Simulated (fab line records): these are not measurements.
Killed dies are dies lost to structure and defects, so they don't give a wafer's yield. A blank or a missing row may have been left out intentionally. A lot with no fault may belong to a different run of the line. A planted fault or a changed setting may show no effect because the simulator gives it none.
Matching of chambers	flow nandHarc	3 sister chambers for NHARC_A_CONTACT_DEP_58 on pecvd-01
The step deposits SiON, target thk 60 nm. 16 wafers are shown with their chamber, then 8 later ones without.

WAFERS, EACH WITH ITS CHAMBER
wafer	chamber	heaterPowerOuterW (W)	heaterPowerW (W)
L075.2	0	477	794
L075.3	1	268	520
L075.6	2	485	821
L077.1	0	480	786
L077.5	0	485	808
L077.6	1	317	592
L079.1	0	453	759
L079.4	1	342	616
L079.6	0	448	755
L078.1	2	506	854
L078.4	0	426	726
L078.6	1	275	522
L085.3	1	285	546
L085.4	2	469	782
L085.5	1	288	548
L090.1	1	330	610

SIGNATURES, as means of the wafers listed above
reading	chamber 0	chamber 1	chamber 2	scatter within a chamber
heaterPowerOuterW	461.50	300.71	486.67	25.3
heaterPowerW	771.33	564.86	819.00	36.2
Rule: a wafer's distance from a chamber is the root of the sum, over the readings, of the square of ((its reading less the chamber's mean) divided by the reading's scatter). The wafer belongs to the nearest chamber; if the next one is less than 2 further off, it can't be placed. The scatter: take each reading less its chamber's mean, square it, sum over the shown wafers, divide by the number of wafers less the number of chambers, and take the root.

WAFERS MISSING THEIR CHAMBER
wafer	heaterPowerOuterW (W)	heaterPowerW (W)
L090.2	486	789
L090.4	335	614
L094.3	510	810
L094.4	381	650
L094.6	519	844
L097.1	296	569
L097.3	512	820
L097.6	292	550

WHICH CHAMBER EACH WENT THROUGH
wafer	from the rows above	in truth
L090.2	can't be placed: 2 or 0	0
L090.4	1	1
L094.3	can't be placed: 2 or 0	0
L094.4	can't be placed: 1 or 0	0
L094.6	can't be placed: 2 or 0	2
L097.1	1	1
L097.3	can't be placed: 2 or 0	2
L097.6	1	1
Correct placement for 3 of the 8. Can't be placed from these rows: 5 (the true chamber is among the candidates in 5). Wrongly placed: 0.
